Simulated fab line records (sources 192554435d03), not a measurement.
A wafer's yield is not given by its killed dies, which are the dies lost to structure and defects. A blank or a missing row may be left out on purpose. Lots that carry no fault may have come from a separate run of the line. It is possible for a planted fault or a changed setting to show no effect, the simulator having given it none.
Chamber matching || flow n5 finfet || 4 sister chambers for N5_HKMG_FIN_ETCH_31 on rie diel-03
The step etches SiARC in CF4, target depth 45.5 nm, time 75.8 s. 14 wafers are shown with their chamber, then 7 later ones without.

WAFERS PAIRED WITH THEIR CHAMBERS
{"wafer": "L880.3", "chamber": 3, "showerhead plenum p Torr (Torr)": 2.26, "throttle valve pct (%)": 15.48, "oes product au (a.u.)": 0.70}
{"wafer": "L880.4", "chamber": 1, "showerhead plenum p Torr (Torr)": 2.04, "throttle valve pct (%)": 15.87, "oes product au (a.u.)": 0.61}
{"wafer": "L880.6", "chamber": 2, "showerhead plenum p Torr (Torr)": 2.28, "throttle valve pct (%)": 15.24, "oes product au (a.u.)": 0.83}
{"wafer": "L882.1", "chamber": 2, "showerhead plenum p Torr (Torr)": 2.28, "throttle valve pct (%)": 15.25, "oes product au (a.u.)": 0.80}
{"wafer": "L882.4", "chamber": 0, "showerhead plenum p Torr (Torr)": 2.06, "throttle valve pct (%)": 15.97, "oes product au (a.u.)": 0.62}
{"wafer": "L882.5", "chamber": 2, "showerhead plenum p Torr (Torr)": 2.28, "throttle valve pct (%)": 15.24, "oes product au (a.u.)": 0.82}
{"wafer": "L884.2", "chamber": 0, "showerhead plenum p Torr (Torr)": 2.05, "throttle valve pct (%)": 15.98, "oes product au (a.u.)": 0.63}
{"wafer": "L884.3", "chamber": 1, "showerhead plenum p Torr (Torr)": 2.03, "throttle valve pct (%)": 15.89, "oes product au (a.u.)": 0.59}
{"wafer": "L884.6", "chamber": 0, "showerhead plenum p Torr (Torr)": 2.05, "throttle valve pct (%)": 15.98, "oes product au (a.u.)": 0.62}
{"wafer": "L888.1", "chamber": 0, "showerhead plenum p Torr (Torr)": 2.05, "throttle valve pct (%)": 15.98, "oes product au (a.u.)": 0.62}
{"wafer": "L888.2", "chamber": 1, "showerhead plenum p Torr (Torr)": 2.03, "throttle valve pct (%)": 15.90, "oes product au (a.u.)": 0.59}
{"wafer": "L888.3", "chamber": 2, "showerhead plenum p Torr (Torr)": 2.27, "throttle valve pct (%)": 15.27, "oes product au (a.u.)": 0.79}
{"wafer": "L895.2", "chamber": 0, "showerhead plenum p Torr (Torr)": 2.05, "throttle valve pct (%)": 16.02, "oes product au (a.u.)": 0.61}
{"wafer": "L895.5", "chamber": 3, "showerhead plenum p Torr (Torr)": 2.25, "throttle valve pct (%)": 15.52, "oes product au (a.u.)": 0.68}

SIGNATURES (means of the wafers above)
{"reading": "showerhead plenum p Torr", "chamber 0": 2.0520, "chamber 1": 2.0333, "chamber 2": 2.2775, "chamber 3": 2.2550, "scatter within a chamber": 0.00521}
{"reading": "throttle valve pct", "chamber 0": 15.9860, "chamber 1": 15.8867, "chamber 2": 15.2500, "chamber 3": 15.5000, "scatter within a chamber": 0.0184}
{"reading": "oes product au", "chamber 0": 0.6200, "chamber 1": 0.5967, "chamber 2": 0.8100, "chamber 3": 0.6900, "scatter within a chamber": 0.0129}
Rule: for a wafer and a chamber, the distance is found by dividing, reading by reading, the gap between the wafer's reading and the chamber's mean by the reading's scatter, squaring, summing and taking the root. If the next closest chamber is less than 2 further off than the closest, the wafer can't be placed; otherwise it belongs to the closest. The scatter is the square root of a quotient: the sum, over the shown wafers, of each reading's squared deviation from its chamber's mean, divided by wafers minus chambers.

WAFERS MISSING THEIR CHAMBER
{"wafer": "L895.6", "showerhead plenum p Torr (Torr)": 2.27, "throttle valve pct (%)": 15.29, "oes product au (a.u.)": 0.77}
{"wafer": "L897.1", "showerhead plenum p Torr (Torr)": 2.25, "throttle valve pct (%)": 15.53, "oes product au (a.u.)": 0.67}
{"wafer": "L897.2", "showerhead plenum p Torr (Torr)": 2.28, "throttle valve pct (%)": 15.45, "oes product au (a.u.)": 0.84}
{"wafer": "L897.5", "showerhead plenum p Torr (Torr)": 2.05, "throttle valve pct (%)": 16.01, "oes product au (a.u.)": 0.60}
{"wafer": "L899.3", "showerhead plenum p Torr (Torr)": 2.24, "throttle valve pct (%)": 15.54, "oes product au (a.u.)": 0.67}
{"wafer": "L899.4", "showerhead plenum p Torr (Torr)": 2.05, "throttle valve pct (%)": 16.02, "oes product au (a.u.)": 0.61}
{"wafer": "L899.5", "showerhead plenum p Torr (Torr)": 2.28, "throttle valve pct (%)": 15.45, "oes product au (a.u.)": 0.82}

WHICH CHAMBER EACH WENT THROUGH
{"wafer": "L895.6", "from the rows above": 2, "in truth": 2}
{"wafer": "L897.1", "from the rows above": 3, "in truth": 3}
{"wafer": "L897.2", "from the rows above": "can't be placed: 2 or 3", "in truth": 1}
{"wafer": "L897.5", "from the rows above": 0, "in truth": 0}
{"wafer": "L899.3", "from the rows above": 3, "in truth": 3}
{"wafer": "L899.4", "from the rows above": 0, "in truth": 0}
{"wafer": "L899.5", "from the rows above": "can't be placed: 2 or 3", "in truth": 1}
Placed correctly: 5 of 7. Cannot be placed on the basis of these rows: 2; the candidates contain the true chamber in 0. Wrongly placed: 0.
